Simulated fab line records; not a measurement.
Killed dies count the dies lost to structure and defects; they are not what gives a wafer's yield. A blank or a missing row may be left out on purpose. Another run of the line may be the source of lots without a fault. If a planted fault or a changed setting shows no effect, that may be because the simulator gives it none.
fab line records	flow n5Finfet
[record] lots = 6	wafers = 17	lastDay = 17
route steps=1938 shown STI_FIN_REVEAL@202 DUMMY_GATE@212 PASSIVATION@1936
lots that met no fault: taken from a fault-free run of the same line
startH: start of the lot's first displayed wafer, in hours after the record's first day	waitH: time in hours since the lot's previous step	" identical to the entry in the row above	L1.1+2: a row that stands for several wafers	- no value present, or no start provided	* or withheld: withheld	< > ~ a bound
route shown NAME@n: NAME is a module with steps in the file, n the number in the route of the first one	usual: mean/standard deviation of fault-free wafers	same: alike in all rows	chamber/n: place in a boat	sites: the reading at each site	_std_site: standard deviation across them	_edge_site: mean of outer sites minus mean of inner sites	radiusMm: for every site, how far away it sits from the centre of the wafer	mask NAME#n: copy n	behind: the most recent tool/chamber to have shaped the wafer	hold: the reason the lot was held/the length of the hold in hours/how it ended	device: transistor that didn't switch, given as n, p or np	end of line: the same wafers' tests at the end of the route	for a step that has no rows: nothing shown but its recipe	killed: dies lost to structure and defects at the first sort, not the wafer's yield	map: the dies of a wafer, with x for killed, . for not killed, _ for no die there
set.NAME: the setting that was run; set.NAME@STEP: the one run at that earlier step	model.NAME: the simulator's own value behind a step, which no gauge read
certain route steps with their lots: each step a table, each wafer a row
services: the hour from which a tool's chamber was out of use, counted from the record's first day as startH (under 0 if before that day), plus the number of hours and why
[[steps]]
[step N5_STI_FIN_REVEAL_STRIP_35]
[recipe] chemistry = H3PO4	material = Si3N4	tempC = 165	targetDepthA = 40	timeS = 39
[step N5_STI_FIN_REVEAL_SRD_21]
[recipe] dry = ipaMarangoni	timeS = 30	tempC = 23	rinseLiquid = diw
[step N5_STI_FIN_REVEAL_OXIDATION_33]
[recipe] chemistry = O2_PLASMA_REMOTE	tempC = 150	timeS = 20	pressureMtorr = 1000	sourcePowerW = 2000	o2FlowSccm = 3000
[usual] drypumpMotorCurrentA = 5.7/0.32	heaterPowerW = 153/5.2
lot.wafer	tool	chamber	startH	waitH	drypumpMotorCurrentA	heaterPowerW	rfHoursCounterH
L406.1	plasmaAsher-01	0	49.17	0.0	5.3	156	73
L406.2	"	1	"	"	5.5	154	73
L406.6	"	0	"	"	5.3	157	-
L408.1	plasmaAsher-01	0	62.83	0.0	5.3	157	75
L408.3	"	1	"	"	5.5	151	-
L408.6	"	0	"	"	5.3	157	-
L409.4	plasmaAsher-01	1	68.00	0.0	5.5	153	-
L409.5	"	0	"	"	5.3	157	-
L409.6	"	1	"	"	5.5	159	-
L412.2	plasmaAsher-02	1	84.92	0.0	6.1	153	40
L412.3	"	0	"	"	5.7	146	-
L412.5	"	1	"	"	6.1	153	-
L419.2	plasmaAsher-01	1	128.45	0.0	5.5	154	87
L419.3	"	1	"	"	5.5	154	-
L422.2	plasmaAsher-02	0	145.84	0.0	5.7	150	52
L422.5	"	1	"	"	6.1	152	-
L422.6	"	0	"	"	5.7	142	-
[step N5_STI_FIN_REVEAL_CLEAN_19]
[recipe] chemistry = O3/DIW	tempC = 25	timeS = 120	o3Ppm = 10
[step N5_STI_FIN_REVEAL_SRD_23]
[recipe] dry = ipaMarangoni	timeS = 30	tempC = 23	rinseLiquid = diw
[step N5_STI_FIN_REVEAL_CD_MEAS_22]
[recipe] targetCdNm = 6.238	pitchNm = 28	polarity = line
[usual] cdNm = 6.4/0.34
lot.wafer	tool	chamber	startH	waitH	cdNm
L406.1	cdSem-02	-	49.36	0.0	6.8
L406.2	"	-	"	"	6.8
L406.6	"	-	"	"	6.9
L408.1	cdSem-03	-	63.00	0.0	6.2
L408.3	"	-	"	"	6.0
L408.6	"	-	"	"	6.3
L409.4	cdSem-03	-	68.15	0.0	6.2
L409.5	"	-	"	"	6.2
L409.6	"	-	"	"	6.2
L412.2	cdSem-03	-	85.08	0.0	6.9
L412.3	"	-	"	"	6.7
L412.5	"	-	"	"	6.6
L419.2	cdSem-03	-	128.61	0.0	6.4
L419.3	"	-	"	"	6.5
L422.2	cdSem-02	-	146.00	0.0	6.3
L422.5	"	-	"	"	6.7
L422.6	"	-	"	"	6.5
[step N5_STI_FIN_REVEAL_FIN_H_MEAS_10]
[usual] trenchDepthNm = 52.2/1.1
lot.wafer	tool	chamber	startH	waitH	trenchDepthNm
L406.1	ocd-01	-	49.39	0.0	53.7
L406.2	"	-	"	"	51.7
L406.6	"	-	"	"	53.4
L408.1	ocd-01	-	63.03	0.0	50.8
L408.3	"	-	"	"	52.2
L408.6	"	-	"	"	52.5
L409.4	ocd-02	-	68.18	0.0	51.9
L409.5	"	-	"	"	53.1
L409.6	"	-	"	"	51.7
L412.2	ocd-01	-	85.12	0.0	52.2
L412.3	"	-	"	"	55.1
L412.5	"	-	"	"	53.3
L419.2	ocd-01	-	128.64	0.0	52.1
L419.3	"	-	"	"	50.9
L422.2	ocd-01	-	146.03	0.0	53.1
L422.5	"	-	"	"	51.9
L422.6	"	-	"	"	53.5
[step N5_STI_FIN_REVEAL_PRECLEAN_18]
[recipe] chemistry = SC2	timeS = 45	tempC = 35	mix = 1:1:50
[step N5_STI_FIN_REVEAL_SRD_28]
[recipe] dry = ipaMarangoni	timeS = 30	tempC = 23	rinseLiquid = diw
[step N5_STI_FIN_REVEAL_INSPECT_13]
[recipe] inspectInstrument = darkfield	mode = postClean
[usual] rawDefectCount = 12/5.1
lot.wafer	tool	chamber	startH	waitH	rawDefectCount
L406.1	defectInspect-01	-	49.48	0.0	8
L406.2	"	-	"	"	6
L406.6	"	-	"	"	8
L408.1	defectInspect-01	-	63.12	0.0	6
L408.3	"	-	"	"	12
L408.6	"	-	"	"	10
L409.4	defectInspect-01	-	68.27	0.0	9
L409.5	"	-	"	"	5
L409.6	"	-	"	"	6
L412.2	defectInspect-01	-	85.20	0.0	8
L412.3	"	-	"	"	17
L412.5	"	-	"	"	10
L419.2	defectInspect-01	-	128.74	0.0	25
L419.3	"	-	"	"	16
L422.2	defectInspect-02	-	146.12	0.0	11
L422.5	"	-	"	"	18
L422.6	"	-	"	"	12
[step N5_DUMMY_GATE_PRECLEAN_00]
[recipe] chemistry = O3/DIW	timeS = 60	tempC = 22	o3Ppm = 10
[step N5_DUMMY_GATE_SRD_01]
[recipe] timeS = 30	tempC = 23	rinseLiquid = diw	dry = ipaMarangoni
[step N5_DUMMY_GATE_ALD_02]
[recipe] material = SiO2	targetThkA = 20	tempC = 300	aldPrecursorFamily = BDEAS	aldCoReactant = O2-plasma	pulseTimeS = 1	pressureTorr = 2
[usual] heaterPowerW = 460/41	precursorPulseHeightRel = 0.997/0.018
lot.wafer	tool	chamber	startH	waitH	heaterPowerW	precursorPulseHeightRel	model.SiO2_of_DUMMY_GATE_ALD_02.thkNm
L406.1	aldSin-01	3	49.58	0.0	428	0.990	2
L406.2	"	0	"	"	420	1.009	2
L406.6	"	3	"	"	449	1.003	2
L408.1	aldSin-03	0	63.21	0.0	440	1.019	2
L408.3	"	3	"	"	410	0.997	2
L408.6	"	3	"	"	418	0.990	2
L409.4	aldSin-04	2	69.29	1.0	495	1.000	2
L409.5	"	0	"	"	410	1.013	2
L409.6	"	1	"	"	440	0.978	2
L412.2	aldSin-03	3	86.11	0.8	414	0.998	2
L412.3	"	2	"	"	484	0.988	2
L412.5	"	1	"	"	455	1.011	2
L419.2	aldSin-04	0	128.83	0.0	411	1.013	2.8
L419.3	"	1	"	"	440	1.008	2.6
L422.2	aldSin-04	3	146.21	0.0	537	0.981	2.8
L422.5	"	1	"	"	451	0.997	2
L422.6	"	2	"	"	499	1.033	2
[step N5_DUMMY_GATE_CVD_03]
[recipe] material = a-Si	targetThkA = 1500	tempC = 530	precursor = SiH4	timeS = 8042
[step N5_DUMMY_GATE_PRECLEAN_46]
[recipe] chemistry = DIW	timeS = 89.5	tempC = 23
[step N5_DUMMY_GATE_SRD_47]
[recipe] dryTimeS = 32	dry = n2Spin	spinRpm = 1500
[step N5_DUMMY_GATE_CMP_04]
[recipe] material = a-Si	postCmpClean = alkalineBrush
[usual] motorCurrentA = 10.1/0.96	slurryFlowMlMin = 149.9/0.42
lot.wafer	tool	chamber	startH	waitH	motorCurrentA	slurryFlowMlMin
L406.2	cmp-04	1	53.43	0.0	10.5	149.6
L406.1	"	2	"	"	9.2	149.9
L406.6	"	1	"	"	11.1	149.8
L408.3	cmp-02	3	67.06	0.0	8.9	149.8
L408.1	"	2	"	"	9.3	149.5
L408.6	"	3	"	"	9.1	149.9
L409.4	cmp-01	1	73.13	0.1	8.1	149.9
L409.5	"	0	"	"	9.2	149.6
L409.6	"	1	"	"	8.9	149.3
L412.3	cmp-02	3	91.77	0.0	9.4	149.1
L412.2	"	2	"	"	10.1	149.5
L412.5	"	3	"	"	9.2	150.2
L419.2	cmp-02	0	132.67	0.0	11.2	150.1
L419.3	"	3	"	"	9.3	149.9
L422.2	cmp-04	2	150.12	0.1	8.8	150.1
L422.6	"	0	"	"	9.5	150.0
L422.5	"	1	"	"	10.7	150.4
[step N5_DUMMY_GATE_THK_MEAS_05]
[usual] thkNm = 71.8/1.2
lot.wafer	tool	chamber	startH	waitH	thkNm
L406.1	filmMetro-01	-	53.67	0.2	73.5
L406.2	"	-	"	"	71.4
L406.6	"	-	"	"	72.8
L408.1	filmMetro-02	-	67.31	0.1	74.1
L408.3	"	-	"	"	72.4
L408.6	"	-	"	"	70.3
L409.4	filmMetro-02	-	73.35	0.2	71.3
L409.5	"	-	"	"	72.7
L409.6	"	-	"	"	71.4
L412.2	filmMetro-02	-	92.01	0.1	73.5
L412.3	"	-	"	"	70.2
L412.5	"	-	"	"	69.2
L419.2	filmMetro-02	-	132.91	0.2	71.8
L419.3	"	-	"	"	70.7
L422.2	filmMetro-01	-	150.30	0.1	73.1
L422.5	"	-	"	"	72.1
L422.6	"	-	"	"	71.0
[step N5_DUMMY_GATE_HM_DEP_06]
[recipe] material = SiNx	targetThkA = 800	precursor = DCS/NH3	tempC = 700	pressureMtorr = 300	timeS = 5141
[step N5_DUMMY_GATE_PECVD_30]
[recipe] material = SiO2	targetThkA = 550	tempC = 400	precursor = TEOS/O2	pressureTorr = 6.5	rfW = withheld	teosFlowSccm = withheld	gas = O2	flowSccm = 2650	timeS = 10.8
[step N5_DUMMY_GATE_COAT_34]
[recipe] resist = SOC	tempC = 250	timeS = 60	spinRpm = 1500	resistThkNm = 60
[step N5_DUMMY_GATE_COAT_35]
[recipe] resist = SiARC	tempC = 220	timeS = 60	spinRpm = 1500	resistThkNm = 10
[step N5_DUMMY_GATE_COAT_28]
[recipe] resist = underlayer	tempC = 205	timeS = 60	spinRpm = 1500	resistThkNm = 10
[step N5_DUMMY_GATE_COAT_09]
[recipe] resist = CAR-EUV	spinRpm = 1500	resistThkNm = 30
[step N5_DUMMY_GATE_EBR_11]
[recipe] solvent = PGMEA	ebrWidthMm = 1.5
[step N5_DUMMY_GATE_SOFTBAKE_10]
[recipe] tempC = 110	timeS = 60	resist = CAR-EUV
[step N5_DUMMY_GATE_EXPOSE_12]
[recipe] maskId = GATE	na = 0.33	sourceShape = annular	sigmaInner = 0.2	sigmaOuter = 0.6	polarization = unpolarized	targetCdNm = 25	doseMj = 34
[step N5_DUMMY_GATE_PEB_13]
[recipe] pebTempC = 100	pebTimeS = 60	resist = CAR-EUV
[step N5_DUMMY_GATE_DEVELOP_14]
[recipe] developTimeS = 30	developer = TMAH	resist = CAR-EUV	rinseLiquid = surfactantRinse	dry = airSpin	devTempC = 23
[step N5_DUMMY_GATE_CD_MEAS_15]
[recipe] targetCdNm = 25.8	landingEnergyEv = 500	detector = seInlens
[usual] cdNm = 24.96/0.26
lot.wafer	tool	chamber	startH	waitH	cdNm
L406.1	cdSem-03	0	57.97	-	24.85
L406.2	"	0	"	"	25.13
L406.6	"	0	"	"	24.74
L408.1	cdSem-02	0	71.60	-	25.06
L408.3	"	0	"	"	25.12
L408.6	"	0	"	"	24.75
L409.4	cdSem-03	0	77.66	-	24.89
L409.5	"	0	"	"	25.18
L409.6	"	0	"	"	25.45
L412.2	cdSem-03	0	96.31	-	24.64
L412.3	"	0	"	"	24.96
L412.5	"	0	"	"	24.73
L419.2	cdSem-02	0	137.20	-	25.28
L419.3	"	0	"	"	24.62
L422.2	cdSem-03	0	154.59	-	25.25
L422.5	"	0	"	"	25.21
L422.6	"	0	"	"	25.05
[step N5_DUMMY_GATE_OVL_MEAS_16]
[recipe] pointsPerWafer = 522
[usual] GATE_OVL = 0.1/0.6
lot.wafer	tool	chamber	startH	waitH	GATE_OVL[nm]
L406.1	overlay-02	0	58.01	0.0	-0.2
L406.2	"	0	"	"	0.4
L406.6	"	0	"	"	0.2
L408.1	overlay-01	0	71.64	0.0	0.2
L408.3	"	0	"	"	0.3
L408.6	"	0	"	"	0.6
L409.4	overlay-02	0	77.71	0.0	0.2
L409.5	"	0	"	"	1.4
L409.6	"	0	"	"	1.1
L412.2	overlay-01	0	96.35	0.0	0.1
L412.3	"	0	"	"	0.1
L412.5	"	0	"	"	-0.5
L419.2	overlay-01	0	137.25	0.0	0.5
L419.3	"	0	"	"	0.3
L422.2	overlay-02	0	154.63	0.0	-0.4
L422.5	"	0	"	"	-0.7
L422.6	"	0	"	"	-0.3
[step N5_DUMMY_GATE_INSPECT_17]
[recipe] mode = adi	inspectInstrument = brightfield
[usual] rawDefectCount = 183/54
lot.wafer	tool	chamber	startH	waitH	rawDefectCount
L406.1	defectInspect-01	-	58.06	0.1	113
L406.2	"	-	"	"	155
L406.6	"	-	"	"	188
L408.1	defectInspect-01	-	71.70	0.1	95
L408.3	"	-	"	"	147
L408.6	"	-	"	"	181
L409.4	defectInspect-01	-	77.75	0.0	212
L409.5	"	-	"	"	172
L409.6	"	-	"	"	177
L412.2	defectInspect-01	-	96.40	0.0	163
L412.3	"	-	"	"	175
L412.5	"	-	"	"	129
L419.2	defectInspect-01	-	137.30	0.0	278
L419.3	"	-	"	"	238
L422.2	defectInspect-02	-	154.68	0.0	229
L422.5	"	-	"	"	211
L422.6	"	-	"	"	215
[step N5_DUMMY_GATE_DESCUM_20]
[recipe] chemistry = O2	timeS = 6.2	sourcePowerW = 50	biasPowerW = 20	pressureMtorr = 20	rfFrequencyHz = 2.712e+07	tempC = 40	resist = CAR-EUV	o2FlowSccm = 225
[step N5_DUMMY_GATE_ETCH_29]
[recipe] chemistry = N2/H2	target = underlayer	targetDepthA = 130	ionEnergyEv = 200	pressureMtorr = 30	sourceW = 840	biasW = 150	n2FlowSccm = 200	h2FlowSccm = 200
[step N5_DUMMY_GATE_ETCH_36]
[recipe] chemistry = CF4	target = SiARC	targetDepthA = 130	pressureMtorr = 40	sourceW = 545	biasW = 36	Ar_flow_sccm = 100	cf4FlowSccm = 100	ionEnergyEv = 80
[usual] drypumpMotorCurrentA = 5.9/0.31	oesProductAu = 0.76/0.075	rfVppV = 183.7/1.2	showerheadPlenumPTorr = 2.12/0.079	throttleValvePct = 15.62/0.2
lot.wafer	tool	chamber	startH	waitH	drypumpMotorCurrentA	oesProductAu	rfHoursCounterH	rfVppV	showerheadPlenumPTorr	throttleValvePct
L406.1	rieDiel-06	3	58.20	0.0	6.0	0.82	89	183.1	2.10	15.63
L406.2	"	2	"	"	5.9	0.70	208	184.1	2.21	15.66
L406.6	"	2	"	"	5.9	0.69	-	184.3	2.20	15.67
L408.1	rieDiel-06	3	71.95	0.0	5.9	0.82	93	183.2	2.10	15.65
L408.3	"	1	"	"	6.2	0.67	250	183.2	2.11	16.08
L408.6	"	3	"	"	6.0	0.82	-	183.5	2.10	15.66
L409.4	rieDiel-04	0	77.95	0.0	5.4	0.79	132	182.5	2.06	15.39
L409.5	"	2	"	"	6.1	0.70	-	184.8	2.21	15.89
L409.6	"	1	"	"	6.2	0.74	-	184.5	2.24	15.45
L412.2	rieDiel-04	2	96.54	0.0	6.0	0.70	220	184.9	2.21	15.88
L412.3	"	3	"	"	5.6	0.81	91	183.3	2.00	15.27
L412.5	"	3	"	"	5.6	0.82	-	181.9	2.00	15.29
L419.2	rieDiel-06	1	137.46	0.0	6.2	0.92	14	183.7	2.10	15.58
L419.3	"	0	"	"	5.5	0.70	217	182.8	2.04	15.78
L422.2	rieDiel-06	3	154.83	0.0	6.0	0.79	118	184.5	2.09	15.72
L422.5	"	2	"	"	5.9	0.66	-	184.0	2.19	15.70
L422.6	"	3	"	"	6.0	0.79	-	183.7	2.09	15.70
[step N5_DUMMY_GATE_ETCH_37]
[recipe] chemistry = N2/H2	target = SOC	targetDepthA = 600	overetchA = 300	tempC = 40	ionEnergyEv = 200	pressureMtorr = 30	sourceW = 840	biasW = 150	n2FlowSccm = 200	h2FlowSccm = 200
[step N5_DUMMY_GATE_STRIP_38]
[recipe] chemistry = N2/H2	tempC = 40	n2FlowSccm = 200	h2FlowSccm = 200	rfFrequencyHz = 6e+07
[step N5_DUMMY_GATE_STRIP_39]
[recipe] chemistry = N2/H2	tempC = 40	n2FlowSccm = 200	h2FlowSccm = 200	rfFrequencyHz = 6e+07
[step N5_DUMMY_GATE_TRIM_49]
[recipe] chemistry = O2	resist = SOC	timeS = 29	targetCdNm = 14	sourcePowerW = 300	biasPowerW = 0	O2_flow_sccm = 100	tempC = 20
[step N5_DUMMY_GATE_STRIP_40]
[recipe] chemistry = CF4	resist = SiARC	powerW = 300	biasPowerW = 75	pressureMtorr = 50	cf4FlowSccm = 150	rfFrequencyHz = 6e+07
[usual] drypumpMotorCurrentA = 5.8/0.32	oesProductAu = 0.76/0.074	rfVppV = 270.6/1.6	showerheadPlenumPTorr = 1.77/0.066	throttleValvePct = 13.60/0.19
lot.wafer	tool	chamber	startH	waitH	drypumpMotorCurrentA	oesProductAu	rfHoursCounterH	rfVppV	showerheadPlenumPTorr	throttleValvePct
L406.1	rieDiel-06	3	58.42	0.1	6.0	0.79	89	269.3	1.75	13.57
L406.2	"	2	"	"	5.9	0.70	209	273.1	1.85	13.69
L406.6	"	3	"	"	6.0	0.80	-	270.0	1.75	13.56
L408.1	rieDiel-04	3	72.17	0.1	5.6	0.80	83	267.4	1.68	13.22
L408.3	"	2	"	"	6.0	0.71	213	271.5	1.83	13.77
L408.6	"	1	"	"	6.2	0.77	-	272.1	1.87	13.41
L409.4	rieDiel-06	2	78.18	0.1	5.9	0.69	-	274.0	1.85	13.71
L409.5	"	0	"	"	5.5	0.71	-	270.2	1.71	13.70
L409.6	"	3	"	"	6.0	0.79	-	270.2	1.75	13.58
L412.2	rieDiel-03	2	96.76	0.1	6.5	0.69	228	271.4	1.78	13.59
L412.3	"	0	"	"	5.9	0.92	10	272.5	1.86	13.62
L412.5	"	1	"	"	5.6	0.74	-	268.6	1.73	13.85
L419.2	rieDiel-03	1	137.81	0.2	5.6	0.74	178	270.5	1.73	13.86
L419.3	"	0	"	"	5.8	0.89	21	270.7	1.86	13.66
L422.2	rieDiel-06	0	155.05	0.1	5.4	0.69	222	269.1	1.71	13.76
L422.5	"	0	"	"	5.4	0.69	-	270.3	1.71	13.76
L422.6	"	1	"	"	6.2	0.89	-	271.4	1.75	13.46
[step N5_DUMMY_GATE_CD_MEAS_50]
[recipe] targetCdNm = 14
[usual] cdNm = 13.9/0.42
lot.wafer	tool	chamber	startH	waitH	cdNm
L406.1	cdSem-03	-	58.47	0.0	14.2
L406.2	"	-	"	"	13.3
L406.6	"	-	"	"	13.9
L408.1	cdSem-02	-	72.22	0.0	14.0
L408.3	"	-	"	"	14.0
L408.6	"	-	"	"	13.3
L409.4	cdSem-02	-	78.23	0.0	14.2
L409.5	"	-	"	"	14.0
L409.6	"	-	"	"	14.5
L412.2	cdSem-03	-	96.81	0.0	13.8
L412.3	"	-	"	"	13.8
L412.5	"	-	"	"	13.9
L419.2	cdSem-02	-	137.86	0.0	13.7
L419.3	"	-	"	"	13.3
L422.2	cdSem-03	-	155.10	0.0	13.8
L422.5	"	-	"	"	13.5
L422.6	"	-	"	"	13.3
[step N5_DUMMY_GATE_ETCH_31]
[recipe] chemistry = C4F6/O2	target = SiO2	maskMaterial = SOC	targetDepthA = 825	timeS = 27.5	ionEnergyEv = 250	pressureMtorr = 30	sourceW = 345	biasW = 185	Ar_flow_sccm = 300	C4F6_flow_sccm = 10	O2_flow_sccm = 10
[usual] drypumpMotorCurrentA = 5.9/0.33	oesProductAu = 0.77/0.087	rfVppV = 656/16	showerheadPlenumPTorr = 2.81/0.085	throttleValvePct = 21.23/0.2
lot.wafer	tool	chamber	startH	waitH	drypumpMotorCurrentA	oesProductAu	rfHoursCounterH	rfVppV	showerheadPlenumPTorr	throttleValvePct
L406.1	rieDiel-06	0	58.52	0.0	5.5	0.72	194	656	2.73	21.30
L406.2	"	1	"	"	6.2	0.67	246	657	2.82	21.71
L406.6	"	0	"	"	5.5	0.71	-	655	2.73	21.30
L408.1	rieDiel-03	0	72.36	0.1	5.9	0.99	1	647	2.89	21.18
L408.3	"	3	"	"	5.5	0.72	208	647	2.73	21.10
L408.6	"	1	"	"	5.6	0.77	-	652	2.73	21.40
L409.4	rieDiel-03	0	78.27	0.0	5.8	0.96	3	647	2.89	21.16
L409.5	"	1	"	"	5.6	0.77	-	651	2.73	21.40
L409.6	"	0	"	"	5.8	0.96	-	648	2.89	21.16
L412.2	rieDiel-03	0	96.86	0.0	5.8	0.93	10	647	2.89	21.19
L412.3	"	1	"	"	5.6	0.75	166	653	2.73	21.40
L412.5	"	0	"	"	5.9	0.94	-	647	2.89	21.18
L419.2	rieDiel-03	0	137.94	0.1	5.8	0.91	21	649	2.88	21.20
L419.3	"	3	"	"	5.5	0.70	223	649	2.73	21.11
L422.2	rieDiel-06	1	155.14	0.0	6.2	0.92	19	656	2.81	21.33
L422.5	"	1	"	"	6.2	0.92	-	656	2.81	21.33
L422.6	"	2	"	"	5.9	0.68	-	686	2.91	21.14
[step N5_DUMMY_GATE_ETCH_44]
[recipe] chemistry = HBr/O2	overEtchFrac = 0.7	targetDepthA = 1275	stopOn = SiO2	ionEnergyEv = 60	biasW = 20	target = poly-Si	maskMaterial = SiO2	pressureMtorr = 20	icpW = 400	HBr_flow_sccm = 120	O2_flow_sccm = 10
[usual] drypumpMotorCurrentA = 6.0/0.47	oesProductAu = 0.730/0.012	throttleValvePct = 18.62/0.25
lot.wafer	tool	chamber	startH	waitH	drypumpMotorCurrentA	oesProductAu	rfHoursCounterH	throttleValvePct	model.SiO2_of_DUMMY_GATE_ALD_02.thkNm
L406.1	rieSi-04	1	58.86	0.0	5.7	0.736	179	18.85	2
L406.2	"	3	"	"	6.6	0.727	181	18.82	2
L406.6	"	2	"	"	5.5	0.729	-	18.68	2
L408.1	rieSi-01	0	72.70	0.0	6.3	0.740	6	18.62	2
L408.3	"	1	"	"	6.7	0.735	146	18.56	2
L408.6	"	3	"	"	6.4	0.733	-	18.32	2
L409.4	rieSi-04	2	78.61	0.0	5.6	0.737	140	18.67	2
L409.5	"	3	"	"	6.6	0.730	-	18.82	2
L409.6	"	2	"	"	5.6	0.720	-	18.67	2
L412.2	rieSi-01	1	97.19	0.0	6.7	0.743	146	18.55	2
L412.3	"	2	"	"	6.0	0.707	8	18.48	2
L412.5	"	2	"	"	5.9	0.704	-	18.50	2
L419.2	rieSi-04	0	138.27	0.0	5.5	0.722	87	19.00	2.6
L419.3	"	2	"	"	5.6	0.719	141	18.69	2.6
L422.2	rieSi-01	1	155.48	0.0	6.6	0.758	147	18.54	2.8
L422.5	"	1	"	"	6.7	0.739	-	18.55	2
L422.6	"	2	"	"	6.1	0.710	-	18.50	2
[step N5_PASSIVATION_PROBE_49]
[usual] killed_at_M0_to_M3 = 34/10	killed_at_M4_up = 13/5.4	killedAtContacts = 13/6	killedAtFrontEnd = 42/13	killedAtOther = 4/3.2	killedDies = 107/18	killedOpen = 69/14	killedShort = 35/7.7
[same] grossDies = 1180	killedAtBackSide = 0
lot.wafer	tool	chamber	startH	waitH	killed_at_M0_to_M3	killed_at_M4_up	killedAtContacts	killedAtFrontEnd	killedAtOther	killedDies	killedOpen	killedShort
L409.4	prober-01	-	289.65	0.2	26	10	19	20	2	77	48	27
L409.5	prober-01	-	289.70	0.2	21	17	7	39	9	93	56	30
L409.6	prober-01	-	289.75	0.3	46	7	18	37	2	110	63	42
L419.2	prober-02	-	357.12	0.1	28	13	14	38	2	95	56	24
// killed by level:class
L409.4 MOL_CONTACT_COAG:geometricParticle:open=12 BEOL_M0_SAQP:geometricParticle:short=9 BEOL_M0_SAQP:geometricParticle:open=7 MOL_CONTACT_COAG:geometricParticle:short=6 STARTING-WAFER:geometricParticle:short=4 BEOL_M1:geometricParticle:open=3 BEOL_M4:geometricParticle:open=3 BEOL_M2:geometricParticle:open=3
L409.5 BEOL_M4:geometricParticle:open=10 FIN_SAQP:geometricParticle:short=9 BEOL_M0_SAQP:geometricParticle:open=6 BEOL_M2:geometricParticle:open=6 HKMG_FIN:areaEtch=5 DUMMY_GATE:geometricParticle:open=4 MOL_CONTACT_COAG:geometricParticle:open=4 BEOL_M2:geometricParticle:short=4
L409.6 BEOL_M0_SAQP:geometricParticle:short=15 BEOL_M0_SAQP:geometricParticle:open=11 BEOL_M2:geometricParticle:open=10 MOL_CONTACT_COAG:geometricParticle:open=9 DUMMY_GATE:geometricParticle:open=8 FIN_SAQP:geometricParticle:short=5 MOL_CONTACT_COAG:geometricParticle:short=5 FIN_SAQP:geometricParticle:open=4
L419.2 FIN_CUT:areaEtch=12 MOL_CONTACT_COAG:geometricParticle:open=11 BEOL_M3:geometricParticle:open=9 FIN_SAQP:geometricParticle:short=7 DUMMY_GATE:geometricParticle:open=5 BEOL_M1:geometricParticle:open=5 BEOL_M2:geometricParticle:open=4 BEOL_M5:geometricParticle:open=4
[[services]]
tool	chamber	startH	hours	kind
aldSin-04	1	27.92	10.5	repair
cmp-02	-	35.37	0.6	repair
rieDiel-03	0	38.60	-	clean
aldSin-01	0	59.39	2.6	repair
rieDiel-04	0	66.29	10.2	repair
aldSin-04	3	66.35	8.7	repair
rieDiel-06	1	72.52	-	clean
rieDiel-06	1	72.52	-	consumableReplace:focusRing
rieDiel-06	1	72.52	16.0	scheduledDown
rieDiel-06	1	72.52	16.0	ventCycle
aldSin-01	-	85.60	14.0	pm
rieDiel-04	2	90.08	1.8	repair
rieDiel-03	3	92.22	7.2	repair
aldSin-01	-	99.60	28.1	pm
cmp-02	-	100.69	6.1	pm
cmp-01	-	112.97	4.0	pm
cmp-01	-	116.97	6.3	pm
rieSi-04	-	117.87	0.1	repair
aldSin-03	-	122.29	0.3	repair
rieSi-01	-	125.04	0.4	repair
rieDiel-04	-	136.74	2.8	pm
aldSin-03	1	139.92	3.4	repair
cmp-04	-	146.17	0.8	repair
cmp-01	-	147.64	1.0	repair
[[key]]
firstSign none at tools or gauges
[modelEffect] step = N5_DUMMY_GATE_ALD_02	value = SiO2_of_DUMMY_GATE_ALD_02.thkNm	without = 2	struck = 2.733
[modelEffect] step = N5_DUMMY_GATE_ETCH_44	value = SiO2_of_DUMMY_GATE_ALD_02.thkNm	without = 2	struck = 2.6
metAt N5_DUMMY_GATE_ALD_02
struckWafers L419.2,L419.3,L422.2
testerLeftOut L419,L422
[baselineLoss] step = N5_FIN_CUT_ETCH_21	wafers = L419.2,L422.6
[baselineLoss] step = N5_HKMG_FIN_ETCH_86	wafers = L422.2
onsetBetween 69.29 128.83
[fault] kind = processParameterDrift	tool = aldSin-04	chamber = -	onsetH = 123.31	steps = N5_DUMMY_GATE_ALD_02	channel = targetThkA	offset = *	shape = step	endH = 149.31	scope = struckWafersOnly	actsIn = *	stated = *
// testerLeftOut: of these lots the tester's yield and bins aren't shown, on N5 and GAA mostly nor the transistor test; their killed dies are dies lost to structure and defects alone, not to doping, threshold or leakage, so they don't give the yield
// baselineLoss: these wafers lose ten dies or more at that step, a loss of the line's own and not of a fault; the sort's usual values leave them out
